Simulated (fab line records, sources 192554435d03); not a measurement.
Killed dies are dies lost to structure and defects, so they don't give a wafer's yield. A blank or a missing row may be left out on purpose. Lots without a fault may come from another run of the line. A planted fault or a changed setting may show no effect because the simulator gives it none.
Split-lot experiment | flow n5_finfet | 7 lots, 21 wafers read, on a route of 1938 steps

THE SPLIT
At N5_GATE_CUT_DESCUM_18 (chemistry O2, time 7 s), the setting time_s was moved away from the recipe's 7 s on 8 of the 21 wafers read, by -17.2% to +17.7%. The other wafers ran this setting at the recipe's value.

FROM THE SPLIT TO THE READING: what the file shows between them, 1 step
- N5_GATE_CUT_ETCH_28: etches underlayer in N2/H2, target depth 13 nm, time 10.4 s

THE READING
CAR-EUV_of_GATE_CUT_COAT_07.thk_nm (the simulator's own value, which no gauge read), in nm, at N5_GATE_CUT_ETCH_36 (etches SiARC in CF4, target depth 13 nm, time 21.7 s). The file gives no usual value for it. The 13 wafers here that ran the recipe average 6.9 nm, standard deviation 0.1 nm.

wafer  | tool, chamber at the split | time_s as run, s | against the recipe | CAR-EUV_of_GATE_CUT_COAT_07.thk_nm, nm | against lot-mates on the recipe
L074.1 | rie_diel-02, 1,3           | 7                | recipe             | 7                                      | -
L074.3 | rie_diel-02, 1,3           | 7                | recipe             | 7                                      | -
L074.2 | rie_diel-02, 0             | 5.814            | -16.9%             | 7.6                                    | +0.6
L077.3 | rie_diel-03, 2             | 7                | recipe             | 7                                      | -
L077.4 | rie_diel-03, 1             | 7                | recipe             | 6.8                                    | -
L077.5 | rie_diel-03, 1             | 6.219            | -11.2%             | 7.2                                    | +0.3
L078.2 | rie_diel-03, 2             | 7.408            | +5.8%              | 6.6                                    | -0.2
L078.4 | rie_diel-03, 0             | 7.408            | +5.8%              | 6.8                                    | +0.0
L078.5 | rie_diel-03, 0             | 7                | recipe             | 6.8                                    | -
L081.3 | rie_diel-04, 3,2           | 7                | recipe             | 7                                      | -
L081.4 | rie_diel-04, 2             | 8.237            | +17.7%             | 6.4                                    | -0.5
L081.5 | rie_diel-04, 3,2           | 7                | recipe             | 6.8                                    | -
L084.1 | rie_diel-04, 1,2           | 7                | recipe             | 6.8                                    | -
L084.4 | rie_diel-04, 3             | 7                | recipe             | 6.8                                    | -
L084.5 | rie_diel-04, 1,2           | 7                | recipe             | 6.8                                    | -
L087.1 | rie_diel-02, 0,2           | 7                | recipe             | 7                                      | -
L087.3 | rie_diel-02, 0,2           | 7                | recipe             | 7                                      | -
L087.4 | rie_diel-02, 1             | 6.33             | -9.6%              | 7.2                                    | +0.2
L094.3 | rie_diel-04, 1,3           | 5.799            | -17.2%             | 7.6                                    | +0.6
L094.4 | rie_diel-04, 1,3           | 5.799            | -17.2%             | 7.4                                    | +0.4
L094.6 | rie_diel-04, 1             | 7                | recipe             | 7                                      | -
Where a row lists several chambers, the file gives one row for several wafers and doesn't say which wafer went through which chamber.

THE FIT
A straight line over all 21 wafers: CAR-EUV_of_GATE_CUT_COAT_07.thk_nm changes by -0.0335 nm for each +1% of time_s; r = -0.94; the points scatter about the line by 0.1 nm.
The same after taking each lot's own level away (the mean of its wafers on the recipe; 21 wafers): -0.0287 nm for each +1%; r = -0.96; scatter 0.075 nm.
On that fit, the largest move of time_s shifts the reading by 0.51 nm.
The lots' own levels span 6.80 to 7.00 nm, that is 2.0 times the standard deviation above.
So the lot-to-lot level changes the slope: the two fits differ.
Check: with one of the wafers moved furthest among these (+17.7%) left out of the fit, the line predicts -0.498 nm for it against its lot-mates. It came out at -0.5 nm against them.

OTHER SPLITS ON THESE WAFERS
These wafers also went through other splits before the reading. Each is held against what the fit with the lots' levels taken away leaves over:
other split on the same wafers       | wafers away from the commonest value | r with CAR-EUV_of_GATE_CUT_COAT_07.thk_nm (lot level and that fit taken away)
N5_SD_EPI_N_EPI_21 epi_growth_time_s | 4                                    | -0.22
N5_SDB_COAT_03 spin_rpm              | 10                                   | -0.39
N5_SDB_COAT_05 spin_rpm              | 6                                    | +0.10
N5_HKMG_FIN_COAT_43 spin_rpm         | 5                                    | -0.19
N5_HKMG_FIN_ETCH_55 bias_w           | 10                                   | -0.17

THE WHOLE CHAIN: every reading that the file lists as answering this split, in the file's order
step                  | what it does                                                | reading                                                                             | change (the file's fit)                | r (the file's)
N5_GATE_CUT_DESCUM_18 | chemistry O2, time 7 s                                      | CAR-EUV_of_GATE_CUT_COAT_07.thk_nm (the simulator's own value, which no gauge read) | -0.0309 nm for each +1% of the setting | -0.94
N5_GATE_CUT_ETCH_28   | etches underlayer in N2/H2, target depth 13 nm, time 10.4 s | CAR-EUV_of_GATE_CUT_COAT_07.thk_nm (the simulator's own value, which no gauge read) | -0.0303 nm for each +1% of the setting | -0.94
N5_GATE_CUT_ETCH_36   | etches SiARC in CF4, target depth 13 nm, time 21.7 s        | CAR-EUV_of_GATE_CUT_COAT_07.thk_nm (the simulator's own value, which no gauge read) | -0.0292 nm for each +1% of the setting | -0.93

THE FILE'S OWN FIT
CAR-EUV_of_GATE_CUT_COAT_07.thk_nm changes by -0.0292 nm for each +1% of time_s, r = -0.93.
